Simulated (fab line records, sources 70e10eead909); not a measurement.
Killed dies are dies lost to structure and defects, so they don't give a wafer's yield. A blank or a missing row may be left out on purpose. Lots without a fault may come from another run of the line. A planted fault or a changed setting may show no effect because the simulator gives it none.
Problem report in the 8D (eight disciplines) form, filled by code | flow nand_harc | the parts of the form that need people (team, actions taken, sign-off) are left out

1. THE PROBLEM
killed_at_array at NHARC_END_SORT_01 reads a mean of 133 on 3 wafers of 2 lots; wafers without a fault read 51 with a standard deviation of 17. That is +4.8 standard deviations from the usual mean.
First seen on wafer L831.3, day 29 05:26, on prober-01. The record holds 6 wafers of 2 lots with a number at this step. Rule for "out", or "out of limits": more than 4 standard deviations from the usual mean. The other wafers with a number count as sound.

2. WHAT IT IS AND WHAT IT IS NOT
question                    | is                           | is not
which readings at this step | killed_at_array, killed_dies | killed_at_other, killed_at_periphery, killed_open
which lots                  | L831, L832                   | -
which wafers of those lots  | L831.3, L831.6, L832.5       | L831.5, L832.2, L832.4
read on which gauges        | prober-01, prober-02         | -
when                        | from day 29 05:26            | up to then (0 sound wafers); but 3 sound wafers of L831, L832 came after

3. SUSPECTS, AND WHAT RULES EACH OUT
Counting: a tool at a process step up to the reading stays a suspect if it ran every lot that is out. Sound lots after the first of them don't rule it out here, since some wafers of a struck lot are sound.
- the gauge at NHARC_END_SORT_01: ruled out. The wafers that are out were read on 2 gauges (prober-01, prober-02).
- har_cap_etch-02 at NHARC_A_CONTACT_ETCH_114 (etches the open film in C4F8/O2/Ar, time 190 s, target depth 1850 nm): kept. It ran every lot that is out, first L831 (day 26 04:00).
- pvd_sputter-03 at NHARC_A_BONDPAD_PRE_CLEAN_26 (time 30 s): kept. It ran every lot that is out, first L831 (day 28 09:04). NHARC_A_BONDPAD_PRE_CLEAN_26 gives no start for some lots, so the hours and the order of its lots are those of NHARC_THIN_TSV_DEP_43.
- Within har_cap_etch-02 at NHARC_A_CONTACT_ETCH_114: the wafers that are out ran in chamber 0; their sound lot-mates ran in chamber 1.
Left after counting: har_cap_etch-02 at NHARC_A_CONTACT_ETCH_114, pvd_sputter-03 at NHARC_A_BONDPAD_PRE_CLEAN_26.

4. THE CAUSE (what the simulator had put in)
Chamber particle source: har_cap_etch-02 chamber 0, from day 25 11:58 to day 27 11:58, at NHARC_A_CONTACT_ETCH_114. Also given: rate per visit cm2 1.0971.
Counting left 2 suspects, and this tool is among them.

5. THE CHAIN OF EFFECTS, in route order
Each row: a reading whose mean over the struck wafers that have a number lies more than 3 standard deviations from the usual. Only readings for which the record gives a usual standard deviation are gone through. hours: the time from each lot's start at the first step in this table that gives one to its start at this step, as a median over the lots. sigmas: the change in usual standard deviations.
hours | step              | reading         | usual | on struck wafers | change | sigmas
0     | NHARC_END_SORT_01 | killed_at_array | 51    | 133              | +82    | +4.8
0     | NHARC_END_SORT_01 | killed_dies     | 57    | 139              | +82    | +4.6

6. WHAT WOULD HAVE CAUGHT IT SOONER
In this record the first reading out of limits at a measuring or inspecting step was taken at day 29 05:26, 89 hours after the fault began at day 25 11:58.
All the lots that are out (2) had begun NHARC_A_CONTACT_ETCH_114 on har_cap_etch-02 by day 29 05:26. A hold on the tool at that time would have spared none of them.
